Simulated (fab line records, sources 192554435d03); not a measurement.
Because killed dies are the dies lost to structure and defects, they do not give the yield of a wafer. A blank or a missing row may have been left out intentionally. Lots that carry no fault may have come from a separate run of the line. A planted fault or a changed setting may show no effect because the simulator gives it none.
Struck lot and sound lot, side by side || flow n5_finfet || 37 steps out of a route of 1938
Sound: wafers L344.2, L344.4, L344.6. Struck: wafers L350.4, L350.5. (L350.2 of the same lot was not struck and is left out.) The cause comes at the end.
Each step with rows lists, per side, the tool, then ch with its chambers, then its first start. Under that, the readings that differ: sound wafers || struck wafers || difference of the means || sigmas: that difference in standard deviations of wafers without a fault.
alike: readings with means less than 2 such deviations apart, plus words and numbers identical on both sides. not compared: withheld readings, readings lacking a value on some wafer, bounds such as >300 that could conceal the same value, and numbers that have no deviation in the record and whose values overlap.
The two part at a step that has a row with sigmas, a row that says differs or no value, or rows on one side only. Numbers that have no deviation but don't overlap get no sigmas and don't part them. A reading that every wafer of one side lacks parts them only if that side has two wafers or more.

first, 9 steps without rows for these wafers: N5_BEOL_M8_ALD_77 (deposits TaN, target thk 2 nm, pulse time 2 s, purge time 3 s); N5_BEOL_M8_SURFACE_TREAT_79; N5_BEOL_M8_CVD_78 (deposits Co from CCTBA/H2, target thk 2 nm, time 142.3 s); N5_BEOL_M8_SPUTTER_48 (material Cu, target thk 10 nm, time 1.667 s); N5_BEOL_M8_ECD_50 (material Cu, target thk 300 nm); N5_BEOL_M8_ANNEAL_51 (time 90 s); N5_BEOL_M8_CMP_52 (polishes, stops on SiCOH lowk, t overpolish 6.9 s, target thk 80 nm); N5_BEOL_M8_PRE_CLEAN_55 (time 15 s); N5_BEOL_M8_DEP_56 (deposits SiCN from 3MS/NH3, target thk 10 nm, time 17.5 s).
N5_BEOL_M9_ILD_DEP_00: deposits SiCOH lowk from DEMS/porogen, target thk 308.51 nm, time 58 s.
  sound on pecvd-04 ch 0,2, day 11 19:55; struck on pecvd-04 ch 0,1, day 13 03:48
{"reading": "model.SiCOH_lowk_of_BEOL_M9_ILD_DEP_00.thk_nm (nm)", "sound": "304.8 316.6 313.4", "struck": "340.6 339.6", "difference": "+28.5", "sigmas": ""}
  alike: heater_power_w, showerhead_plenum_p_Torr, throttle_valve_pct
then, 1 step without rows for these wafers: N5_BEOL_M9_CURE_71 (cures SiCOH lowk, time 240 s).
N5_BEOL_M9_THK_MEAS_01:
  sound on film_metro-01 at day 11 20:31; struck on film_metro-02 at day 13 04:23
{"reading": "M9_ILD_THK (nm)", "sound": "265 275 272", "struck": "296 295", "difference": "+25", "sigmas": "+7"}
then, 23 steps without rows for these wafers: N5_BEOL_M9_PECVD_70 (deposits SiO2 from TEOS/O2, target thk 20 nm, time 22.7 s); N5_BEOL_M9_HM_DEP_02 (deposits TiN, target thk 20 nm); N5_BEOL_M9_COAT_59 (time 60 s, resist thk 100 nm); N5_BEOL_M9_COAT_60 (time 60 s, resist thk 30 nm); N5_BEOL_M9_COAT_05 (resist thk 90 nm); N5_BEOL_M9_EBR_07; N5_BEOL_M9_SOFTBAKE_06 (time 60 s); N5_BEOL_M9_EXPOSE_08 (exposes mask M9); N5_BEOL_M9_PEB_09 (peb time 60 s); N5_BEOL_M9_DEVELOP_10 (develop time 30 s); N5_BEOL_M9_DESCUM_16 (chemistry O2, time 7.9 s); N5_BEOL_M9_ETCH_61 (etches SiARC in CF4, target depth 39 nm, time 65 s); N5_BEOL_M9_ETCH_62 (etches SOC in N2/H2, target depth 110 nm, overetch 22 nm, time 165 s); N5_BEOL_M9_STRIP_68 (strips in N2/H2); N5_BEOL_M9_STRIP_67 (strips in CF4); N5_BEOL_M9_HM_OPEN_17 (chemistry Cl2/BCl3, target TiN, target depth 20 nm, overetch 6 nm); N5_BEOL_M9_STRIP_19 (strips in O2); N5_BEOL_M9_COAT_63 (time 60 s, resist thk 60 nm); N5_BEOL_M9_COAT_64 (time 60 s, resist thk 12 nm); N5_BEOL_M9_COAT_75 (time 60 s, resist thk 5 nm); N5_BEOL_M9_COAT_22 (resist thk 30 nm); N5_BEOL_M9_EBR_24; N5_BEOL_M9_SOFTBAKE_23 (time 60 s).
N5_BEOL_M9_CMP_52: polishes, stops on SiCOH lowk, t overpolish 7 s, target thk 140 nm.
  sound on cmp-03 ch 2,3, day 12 03:02; struck on cmp-02 ch 1,3, day 13 10:51
{"reading": "model.SiCOH_lowk_of_BEOL_M9_ILD_DEP_00.thk_nm (nm)", "sound": "261.8 272.2 269.4", "struck": "293.4 292.4", "difference": "+25.1", "sigmas": ""}
  alike: motor_current_A, slurry_flow_ml_min
after that, 1 step had no rows for these wafers: N5_PASSIVATION_PROBE_49.

WHERE THEY PART
Only at N5_BEOL_M9_THK_MEAS_01, within this record. Later steps at which nothing parts them and some readings are alike: N5_BEOL_M9_CMP_52.

WHY: whatever the simulator had introduced
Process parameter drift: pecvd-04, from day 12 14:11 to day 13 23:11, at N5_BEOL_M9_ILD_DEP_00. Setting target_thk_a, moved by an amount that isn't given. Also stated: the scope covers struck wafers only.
